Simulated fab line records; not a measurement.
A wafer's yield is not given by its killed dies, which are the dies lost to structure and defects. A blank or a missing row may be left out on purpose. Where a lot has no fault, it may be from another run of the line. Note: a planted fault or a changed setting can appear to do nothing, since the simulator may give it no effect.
A struck lot beside a sound one :: flow nand_harc :: 14 out of 1302 route steps
Sound: the wafers L819.1, L819.2, L819.4. Wafers struck: L827.1, L827.4, L827.6. Last of all comes the cause.
Order at every step that has rows: each side's tool, ch and its chambers, its first start. Under that, the readings that differ: sound wafers :: struck wafers :: difference of the means :: sigmas: that difference in standard deviations of wafers without a fault.
alike: words and numbers the same on both sides, and readings whose means are apart by under 2 such deviations; not compared: readings that were withheld, readings missing a value for some wafer, numbers with overlapping values and no deviation given by the record, and bounds like >300 which may hide the same value.
The two part at a step that has a row with sigmas, a row that says differs or no value, or rows on one side only. Non-overlapping numbers with no deviation appear without sigmas and do not part them. A reading that every wafer of one side lacks parts them only if that side has two wafers or more.

NHARC_A_CHANNEL_FILL_D2_ALD_16: deposits SiO2, target thk 1.5 nm, pulse time 10 s, ald cycles 15.
  sound on ald_hk-01 ch 0,2,3, day 14 19:40; struck on ald_hk-02 ch 1,2,3, day 17 23:37
  alike: heater_power_w, precursor_pulse_height_rel
then, 2 steps without rows for these wafers: NHARC_A_CHANNEL_FILL_D2_ANNEAL_17 (time 1800 s); NHARC_A_CHANNEL_FILL_D2_CVD_18 (deposits poly-Si, target thk 3 nm).
NHARC_A_CHANNEL_FILL_D2_ETCHBACK_19: etches the open film in HBr/Cl2, target depth 5 nm, time 1.7 s.
  sound on rie_si-01 ch 0,1,3, day 15 07:33; struck on rie_si-05 ch 0,1,3, day 18 12:14
  alike: bias_w, chamber_pressure_mTorr, drypump_motor_current_A, mfc_cl2_sccm, oes_product_au, throttle_valve_pct
  not compared: rf_hours_counter_h
NHARC_A_CHANNEL_FILL_D2_ETCHBACK_20: etches the open film in C4F8/O2/Ar, target depth 27 nm, time 13.5 s.
  sound on rie_diel-10 ch 1,2,3, day 15 07:40; struck on rie_diel-10 ch 0,3, day 18 12:23
  alike: bias_w, chamber_pressure_mTorr, oes_product_au, rf_vpp_V
  not compared: rf_hours_counter_h
NHARC_A_CHANNEL_FILL_D2_STRIP_28: strips in O2, time 20 s.
  sound on rie_diel-10 ch 0,2,3, day 15 07:45; struck on rie_diel-10 ch 0,2, day 18 12:29
  alike: drypump_motor_current_A, oes_product_au, rf_vpp_V, showerhead_plenum_p_Torr, throttle_valve_pct
  not compared: rf_hours_counter_h
then, 4 steps without rows for these wafers: NHARC_A_CHANNEL_FILL_D2_PRECLEAN_21 (cleans in dHF, time 30 s); NHARC_A_CHANNEL_FILL_D2_SRD_23; NHARC_A_CHANNEL_FILL_D2_CVD_05 (deposits poly-Si, target thk 5 nm); NHARC_A_CHANNEL_FILL_D2_ANNEAL_22 (time 7200 s).
NHARC_A_CHANNEL_FILL_D2_THK_MEAS_06: measures by ellipsometry.
  sound on film_metro-02, day 15 19:27; struck on film_metro-01, day 19 03:26
  alike: thk_nm
then, 1 step without rows for these wafers: NHARC_A_CHANNEL_FILL_D2_ALD_25 (deposits SiOx, target thk 60 nm, pulse time 10 s, ald cycles 600).
NHARC_A_CHANNEL_FILL_D2_ETCHBACK_08: etches the open film in C4F8, target depth 220 nm, time 110 s.
  sound on rie_diel-13 ch 0,1,3, day 16 01:03; struck on rie_diel-02 ch 0,1,3, day 19 09:04
  no value came back on the struck wafers for chamber_pressure_mTorr (mTorr), oes_product_au (a.u.), rf_hours_counter_h (h), rf_vpp_V (V); on the sound wafers chamber_pressure_mTorr (mTorr) reads 25.001 24.979 25.003
NHARC_A_CHANNEL_FILL_D2_STRIP_29: strips in O2, time 20 s.
  sound on rie_diel-13 ch 0,1,3; struck on rie_diel-02 ch 0,2,3, day 19 09:11
  alike: drypump_motor_current_A, oes_product_au, rf_vpp_V, showerhead_plenum_p_Torr, throttle_valve_pct
  not compared: rf_hours_counter_h

== WHERE THEY PART ==
At NHARC_A_CHANNEL_FILL_D2_ETCHBACK_08 and nowhere else, as far as this record goes. Later steps at which nothing parts them and some readings are alike: NHARC_A_CHANNEL_FILL_D2_STRIP_29.

WHY: whatever the simulator had introduced
Whole step skipped at NHARC_A_CHANNEL_FILL_D2_ETCHBACK_08 on rie_diel-02, starting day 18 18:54. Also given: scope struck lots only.
